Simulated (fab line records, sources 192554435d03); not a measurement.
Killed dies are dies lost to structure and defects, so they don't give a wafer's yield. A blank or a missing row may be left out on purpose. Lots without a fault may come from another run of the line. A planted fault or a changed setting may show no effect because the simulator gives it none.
Chamber matching | flow n5_finfet | N5_BEOL_M10_VIA_ETCH_34 on rie_diel-02: 4 sister chambers
The step etches SiCOH lowk in C4F6/O2, target depth 184.5 nm, time 69.2 s. 18 wafers are shown with their chamber, then 9 later ones without.

WAFERS WITH THEIR CHAMBER
wafer  | chamber | drypump_motor_current_A (A) | showerhead_plenum_p_Torr (Torr) | rf_vpp_V (V)
L074.2 | 3       | 6.4                         | 2.70                            | 655
L074.3 | 2       | 5.2                         | 2.81                            | 662
L074.4 | 0       | 6.1                         | 3.02                            | 675
L079.3 | 2       | 5.2                         | 2.81                            | 663
L079.4 | 0       | 6.1                         | 3.02                            | 674
L079.6 | 2       | 5.2                         | 2.81                            | 662
L075.1 | 3       | 6.4                         | 2.70                            | 652
L075.4 | 2       | 5.2                         | 2.81                            | 661
L075.5 | 3       | 6.3                         | 2.70                            | 654
L081.2 | 0       | 6.1                         | 3.01                            | 674
L081.3 | 2       | 5.2                         | 2.80                            | 662
L081.5 | 0       | 6.1                         | 3.01                            | 674
L083.1 | 3       | 6.4                         | 2.69                            | 654
L083.2 | 0       | 6.1                         | 3.01                            | 675
L083.6 | 3       | 6.3                         | 2.69                            | 654
L087.3 | 3       | 6.4                         | 2.69                            | 654
L087.4 | 1       | 5.5                         | 2.78                            | 657
L087.5 | 2       | 5.2                         | 2.80                            | 661

SIGNATURES (means of the wafers above)
reading                  | chamber 0 | chamber 1 | chamber 2 | chamber 3 | scatter within a chamber
drypump_motor_current_A  | 6.100     | 5.500     | 5.200     | 6.367     | 0.0309
showerhead_plenum_p_Torr | 3.0140    | 2.7800    | 2.8067    | 2.6950    | 0.00537
rf_vpp_V                 | 674.40    | 657.00    | 661.83    | 653.83    | 0.796
Rule: a wafer's distance from a chamber is the root of the sum, over the readings, of the square of ((its reading less the chamber's mean) divided by the reading's scatter). The wafer belongs to the nearest chamber; if the next one is less than 2 further off, it can't be placed. The scatter: the root of (the sum of the squares of (reading less its chamber's mean) over the shown wafers, divided by (wafers less chambers)).

WAFERS WITHOUT THEIR CHAMBER
wafer  | drypump_motor_current_A (A) | showerhead_plenum_p_Torr (Torr) | rf_vpp_V (V)
L091.3 | 6.4                         | 2.69                            | 653
L091.4 | 5.2                         | 2.80                            | 660
L091.5 | 6.1                         | 3.00                            | 673
L090.1 | 5.2                         | 2.79                            | 663
L090.2 | 5.5                         | 2.77                            | 658
L090.6 | 5.5                         | 2.77                            | 656
L095.1 | 5.2                         | 2.79                            | 661
L095.2 | 5.5                         | 2.77                            | 659
L095.3 | 6.1                         | 3.00                            | 674

WHICH CHAMBER EACH WENT THROUGH
wafer  | from the rows above | in truth
L091.3 | 3                   | 3
L091.4 | 2                   | 2
L091.5 | 0                   | 0
L090.1 | 2                   | 2
L090.2 | 1                   | 1
L090.6 | 1                   | 1
L095.1 | 2                   | 2
L095.2 | 1                   | 1
L095.3 | 0                   | 0
Placed correctly: 9 of 9. Can't be placed from these rows: 0. Placed wrongly: 0.
